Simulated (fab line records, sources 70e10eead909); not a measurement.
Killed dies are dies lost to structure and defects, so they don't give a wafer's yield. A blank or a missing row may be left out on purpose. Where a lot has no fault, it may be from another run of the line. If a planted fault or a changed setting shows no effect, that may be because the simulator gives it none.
Chamber matching || flow nand harc || 4 sister chambers for NHARC_P_M2_ETCH_28 on rie diel-13
The step etches the open film in CF4/N2, target depth 30 nm, time 72.99 s. 8 wafers are shown with their chamber, then 8 later ones without.

WAFERS PAIRED WITH THEIR CHAMBERS
{"wafer": "L840.1", "chamber": 1, "showerhead plenum p Torr (Torr)": 2.52, "drypump motor current A (A)": 5.15}
{"wafer": "L840.3", "chamber": 0, "showerhead plenum p Torr (Torr)": 2.64, "drypump motor current A (A)": 5.64}
{"wafer": "L841.5", "chamber": 2, "showerhead plenum p Torr (Torr)": 2.59, "drypump motor current A (A)": 5.67}
{"wafer": "L841.6", "chamber": 3, "showerhead plenum p Torr (Torr)": 2.68, "drypump motor current A (A)": 5.80}
{"wafer": "L842.2", "chamber": 1, "showerhead plenum p Torr (Torr)": 2.52, "drypump motor current A (A)": 5.15}
{"wafer": "L842.4", "chamber": 0, "showerhead plenum p Torr (Torr)": 2.64, "drypump motor current A (A)": 5.62}
{"wafer": "L842.5", "chamber": 2, "showerhead plenum p Torr (Torr)": 2.59, "drypump motor current A (A)": 5.67}
{"wafer": "L843.1", "chamber": 3, "showerhead plenum p Torr (Torr)": 2.67, "drypump motor current A (A)": 5.77}

WAFERS WHOSE CHAMBER IS MISSING
{"wafer": "L843.2", "showerhead plenum p Torr (Torr)": 2.51, "drypump motor current A (A)": 5.16}
{"wafer": "L843.3", "showerhead plenum p Torr (Torr)": 2.64, "drypump motor current A (A)": 5.61}
{"wafer": "L846.1", "showerhead plenum p Torr (Torr)": 2.67, "drypump motor current A (A)": 5.77}
{"wafer": "L846.2", "showerhead plenum p Torr (Torr)": 2.52, "drypump motor current A (A)": 5.14}
{"wafer": "L846.4", "showerhead plenum p Torr (Torr)": 2.64, "drypump motor current A (A)": 5.63}
{"wafer": "L848.1", "showerhead plenum p Torr (Torr)": 2.67, "drypump motor current A (A)": 5.80}
{"wafer": "L848.2", "showerhead plenum p Torr (Torr)": 2.51, "drypump motor current A (A)": 5.17}
{"wafer": "L852.2", "showerhead plenum p Torr (Torr)": 2.51, "drypump motor current A (A)": 5.13}

WHICH CHAMBER EACH WENT THROUGH
{"wafer": "L843.2", "from the rows above": 1, "in truth": 1}
{"wafer": "L843.3", "from the rows above": 0, "in truth": 0}
{"wafer": "L846.1", "from the rows above": 3, "in truth": 3}
{"wafer": "L846.2", "from the rows above": 1, "in truth": 1}
{"wafer": "L846.4", "from the rows above": 0, "in truth": 0}
{"wafer": "L848.1", "from the rows above": 3, "in truth": 3}
{"wafer": "L848.2", "from the rows above": 1, "in truth": 1}
{"wafer": "L852.2", "from the rows above": 1, "in truth": 1}
Correctly placed: 8 of 8. Can't be placed from these rows: 0. 0 placed wrongly.
How it was worked out, from the rows above alone: a wafer's distance from a chamber is the root of the sum, over the readings, of the square of ((its reading less the chamber's mean) divided by the reading's scatter). The wafer belongs to the nearest chamber; if the next one is less than 2 further off, it can't be placed. The mean given for a chamber averages the wafers shown for that chamber. The scatter is the square root of a quotient: the sum, over the shown wafers, of each reading's squared deviation from its chamber's mean, divided by wafers minus chambers.
